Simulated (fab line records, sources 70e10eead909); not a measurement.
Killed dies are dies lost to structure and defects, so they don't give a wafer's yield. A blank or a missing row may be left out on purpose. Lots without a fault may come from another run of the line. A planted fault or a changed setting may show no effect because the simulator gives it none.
Chamber matching | flow nand_harc | NHARC_A_STAIRCASE_DESCUM_252 on rie_diel-04: 4 sister chambers
The step chemistry O2, time 3 s. 24 wafers are shown with their chamber, then 12 later ones without.

WAFERS WITH THEIR CHAMBER
wafer  | chamber | drypump_motor_current_A (A) | showerhead_plenum_p_Torr (Torr) | rf_vpp_V (V)
L075.2 | 3       | 5.6                         | 1.81                            | 58.6
L075.3 | 2       | 6.6                         | 1.82                            | 56.3
L075.5 | 0       | 6.5                         | 1.92                            | 58.8
L074.1 | 0       | 6.5                         | 1.92                            | 57.3
L074.2 | 2       | 6.7                         | 1.82                            | 58.0
L074.5 | 3       | 5.6                         | 1.81                            | 57.9
L077.3 | 1       | 5.8                         | 1.90                            | 58.1
L077.4 | 2       | 6.7                         | 1.82                            | 57.3
L077.5 | 3       | 5.6                         | 1.81                            | 57.5
L079.1 | 3       | 5.6                         | 1.81                            | 57.1
L079.4 | 2       | 6.7                         | 1.82                            | 57.6
L079.6 | 1       | 5.9                         | 1.89                            | 57.7
L078.2 | 2       | 6.6                         | 1.82                            | 55.8
L078.3 | 3       | 5.6                         | 1.81                            | 57.1
L078.5 | 3       | 5.6                         | 1.81                            | 57.5
L080.2 | 1       | 5.8                         | 1.89                            | 58.2
L080.4 | 0       | 6.4                         | 1.92                            | 57.2
L080.6 | 3       | 5.6                         | 1.80                            | 56.0
L081.1 | 2       | 6.6                         | 1.81                            | 57.4
L081.2 | 0       | 6.5                         | 1.92                            | 57.8
L081.3 | 1       | 5.8                         | 1.89                            | 58.3
L085.1 | 0       | 6.5                         | 1.91                            | 58.1
L085.3 | 3       | 5.6                         | 1.80                            | 55.7
L085.6 | 3       | 5.6                         | 1.80                            | 57.7

SIGNATURES (means of the wafers above)
reading                  | chamber 0 | chamber 1 | chamber 2 | chamber 3 | scatter within a chamber
drypump_motor_current_A  | 6.480     | 5.825     | 6.650     | 5.600     | 0.0391
showerhead_plenum_p_Torr | 1.9180    | 1.8925    | 1.8183    | 1.8067    | 0.00468
rf_vpp_V                 | 57.840    | 58.075    | 57.067    | 57.233    | 0.774
Rule: a wafer's distance from a chamber is the root of the sum, over the readings, of the square of ((its reading less the chamber's mean) divided by the reading's scatter). The wafer belongs to the nearest chamber; if the next one is less than 2 further off, it can't be placed. The scatter: the root of (the sum of the squares of (reading less its chamber's mean) over the shown wafers, divided by (wafers less chambers)).

WAFERS WITHOUT THEIR CHAMBER
wafer  | drypump_motor_current_A (A) | showerhead_plenum_p_Torr (Torr) | rf_vpp_V (V)
L084.2 | 6.4                         | 1.91                            | 57.6
L084.5 | 5.8                         | 1.89                            | 58.6
L084.6 | 6.7                         | 1.81                            | 56.5
L090.1 | 5.8                         | 1.88                            | 57.9
L090.4 | 6.4                         | 1.91                            | 58.9
L090.5 | 6.7                         | 1.81                            | 56.1
L095.1 | 6.7                         | 1.80                            | 56.1
L095.2 | 5.8                         | 1.88                            | 57.2
L095.5 | 5.6                         | 1.79                            | 59.1
L097.1 | 6.6                         | 1.80                            | 57.6
L097.3 | 5.8                         | 1.88                            | 57.8
L097.6 | 6.5                         | 1.90                            | 58.2

WHICH CHAMBER EACH WENT THROUGH
wafer  | from the rows above | in truth
L084.2 | 0                   | 0
L084.5 | 1                   | 1
L084.6 | 2                   | 2
L090.1 | 1                   | 1
L090.4 | 0                   | 0
L090.5 | 2                   | 2
L095.1 | 2                   | 2
L095.2 | 1                   | 1
L095.5 | 3                   | 3
L097.1 | 2                   | 2
L097.3 | 1                   | 1
L097.6 | 0                   | 0
Placed correctly: 12 of 12. Can't be placed from these rows: 0. Placed wrongly: 0.
